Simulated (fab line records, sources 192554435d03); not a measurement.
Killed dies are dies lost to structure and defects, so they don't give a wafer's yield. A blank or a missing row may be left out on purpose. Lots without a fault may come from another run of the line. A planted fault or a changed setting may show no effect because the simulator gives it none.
Chamber matching | flow n5_finfet | N5_SD_EPI_N_DESCUM_14 on rie_diel-03: 4 sister chambers
The step chemistry O2, time 7.9 s. 18 wafers are shown with their chamber, then 9 later ones without.

WAFERS WITH THEIR CHAMBER
wafer  | chamber | showerhead_plenum_p_Torr (Torr) | throttle_valve_pct (%) | oes_product_au (a.u.)
L077.2 | 0       | 1.97                            | 20.22                  | 0.70
L077.4 | 3       | 2.11                            | 20.30                  | 0.74
L077.6 | 0       | 1.97                            | 20.22                  | 0.70
L081.2 | 0       | 1.97                            | 20.24                  | 0.69
L081.4 | 2       | 2.01                            | 20.76                  | 0.71
L081.6 | 3       | 2.10                            | 20.29                  | 0.73
L083.1 | 3       | 2.10                            | 20.31                  | 0.73
L083.2 | 0       | 1.97                            | 20.23                  | 0.69
L083.5 | 0       | 1.97                            | 20.24                  | 0.68
L086.2 | 3       | 2.10                            | 20.31                  | 0.73
L086.4 | 0       | 1.96                            | 20.26                  | 0.68
L086.5 | 3       | 2.10                            | 20.33                  | 0.72
L087.3 | 0       | 1.96                            | 20.26                  | 0.68
L087.4 | 1       | 2.22                            | 20.39                  | 0.90
L087.5 | 2       | 2.01                            | 20.78                  | 0.69
L089.1 | 0       | 1.96                            | 20.27                  | 0.69
L089.2 | 3       | 2.10                            | 20.34                  | 0.73
L089.4 | 1       | 2.21                            | 20.39                  | 0.90

SIGNATURES (means of the wafers above)
reading                  | chamber 0 | chamber 1 | chamber 2 | chamber 3 | scatter within a chamber
showerhead_plenum_p_Torr | 1.9663    | 2.2150    | 2.0100    | 2.1017    | 0.00479
throttle_valve_pct       | 20.2425   | 20.3900   | 20.7700   | 20.3133   | 0.0179
oes_product_au           | 0.6887    | 0.9000    | 0.7000    | 0.7300    | 0.00796
Rule: a wafer's distance from a chamber is the root of the sum, over the readings, of the square of ((its reading less the chamber's mean) divided by the reading's scatter). The wafer belongs to the nearest chamber; if the next one is less than 2 further off, it can't be placed. The scatter: the root of (the sum of the squares of (reading less its chamber's mean) over the shown wafers, divided by (wafers less chambers)).

WAFERS WITHOUT THEIR CHAMBER
wafer  | showerhead_plenum_p_Torr (Torr) | throttle_valve_pct (%) | oes_product_au (a.u.)
L090.1 | 2.10                            | 20.32                  | 0.73
L090.4 | 2.10                            | 20.33                  | 0.72
L090.6 | 2.00                            | 20.79                  | 0.69
L092.2 | 2.00                            | 20.80                  | 0.69
L092.3 | 2.21                            | 20.41                  | 0.89
L092.5 | 2.00                            | 20.78                  | 0.70
L094.3 | 2.09                            | 20.34                  | 0.72
L094.4 | 2.21                            | 20.41                  | 0.88
L094.5 | 2.21                            | 20.39                  | 0.89

WHICH CHAMBER EACH WENT THROUGH
wafer  | from the rows above | in truth
L090.1 | 3                   | 3
L090.4 | 3                   | 3
L090.6 | 2                   | 2
L092.2 | 2                   | 2
L092.3 | 1                   | 1
L092.5 | 2                   | 2
L094.3 | 3                   | 3
L094.4 | 1                   | 1
L094.5 | 1                   | 1
Placed correctly: 9 of 9. Can't be placed from these rows: 0. Placed wrongly: 0.
